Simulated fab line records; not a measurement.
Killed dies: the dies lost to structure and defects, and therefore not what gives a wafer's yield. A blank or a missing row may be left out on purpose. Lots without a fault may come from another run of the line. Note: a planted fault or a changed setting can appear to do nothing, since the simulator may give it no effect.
8D (eight disciplines) problem report, filled in by code | flow nand-harc | the parts of the form that need people (team, actions taken, sign-off) are left out

## 1. WHAT WENT WRONG
Wafers with no fault read 3.4 with a standard deviation of 2.7, whereas killed-at-periphery at NHARC_END_SORT_01 reads a mean of 661.0 on 1 wafer of 1 lot. So: +99 or more standard deviations from the usual mean.
First seen on wafer L218.4, day 22 08:47, on prober-01. Wafers with a number at this step in the record: 6, from 2 lots. By rule, "out" or "out of limits" means more than 4 standard deviations away from the usual mean. Any other wafer with a number is counted as sound.

## 2. WHAT IT IS, AND WHAT IT ISN'T
question                    | is                                                                                                                      | is not
which readings at this step | killed-at-periphery, defect-limited-yield, killed-dies, sort_bin_2_pct, sort-n-pass, sort-rim-yield-pct, sort-yield-pct | killed-at-array, killed-open, killed-short, sort_bin_3_pct, sort_bin_4_pct
which lots                  | L218                                                                                                                    | L231
which wafers of those lots  | L218.4                                                                                                                  | L218.2, L218.5
read on which gauges        | prober-01                                                                                                               | prober-02
when                        | from day 22 08:47                                                                                                       | up to then (1 sound wafer); but 4 sound wafers of L218, L231 came after

## 3. SUSPECTS, AND WHAT RULES EACH OUT
Counting: a tool at a process step up to the reading stays a suspect if it ran every lot that is out. Sound lots after the first of them don't rule it out here, since some wafers of a struck lot are sound.
- the gauge at NHARC_END_SORT_01: kept. All the wafers that are out were read on prober-01, and no step on other tools shows them out.
- pecvd-03 at NHARC_P_M0_DEP_00 (deposits SiOC, target thk 150 nm): kept. It ran the lot that is out, L218 (day 8 09:32).
- rie-diel-02 at NHARC_THIN_TSV_DESCUM_14 (chemistry O2, time 3 s): kept. It ran the lot that is out, L218 (day 21 15:35).
After the count, these remain: pecvd-03 at NHARC_P_M0_DEP_00, rie-diel-02 at NHARC_THIN_TSV_DESCUM_14 and prober-01 at NHARC_END_SORT_01.

## 4. THE CAUSE (what the simulator had put in)
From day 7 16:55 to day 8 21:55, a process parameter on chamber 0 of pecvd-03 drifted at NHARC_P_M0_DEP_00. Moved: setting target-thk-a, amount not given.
Of the 3 suspects that counting leaves, this tool is one.

## 5. THE CHAIN OF EFFECTS, in route order
Each row: a reading whose mean over the struck wafers that have a number lies more than 3 standard deviations from the usual. Readings are gone through only where the record gives a usual standard deviation; hours: the median, over the lots, of the time from a lot's start at the first step in this table giving one to that lot's start at this step; sigmas: the change measured in usual standard deviations.
hours | step              | reading              | usual  | on struck wafers | change | sigmas
0     | NHARC_END_SORT_01 | defect-limited-yield | 95.4 % | 0.0              | -95.4  | -68
0     | NHARC_END_SORT_01 | killed-at-other      | 0.6    | 4.0              | +3.4   | +3.4
0     | NHARC_END_SORT_01 | killed-at-periphery  | 3.4    | 661.0            | +657.6 | +99 or more
0     | NHARC_END_SORT_01 | killed-dies          | 31     | 677              | +646   | +67
0     | NHARC_END_SORT_01 | sort_bin_2_pct       | 1.4 %  | 97.5             | +96.1  | +99 or more
0     | NHARC_END_SORT_01 | sort-n-pass          | 646    | 0                | -646   | -67
0     | NHARC_END_SORT_01 | sort-rim-yield-pct   | 95.3 % | 0.0              | -95.3  | -32
0     | NHARC_END_SORT_01 | sort-yield-pct       | 95.4 % | 0.0              | -95.4  | -68

## 6. WHAT WOULD HAVE CAUGHT IT SOONER
Counted from the fault's start at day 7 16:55, it took 352 hours until the first out-of-limits reading at a measuring or inspecting step in this record, taken at day 22 08:47.
All the lots that are out (1) had begun NHARC_P_M0_DEP_00 on pecvd-03 by day 22 08:47. Had the tool been put on hold then, not one of them would have been saved.
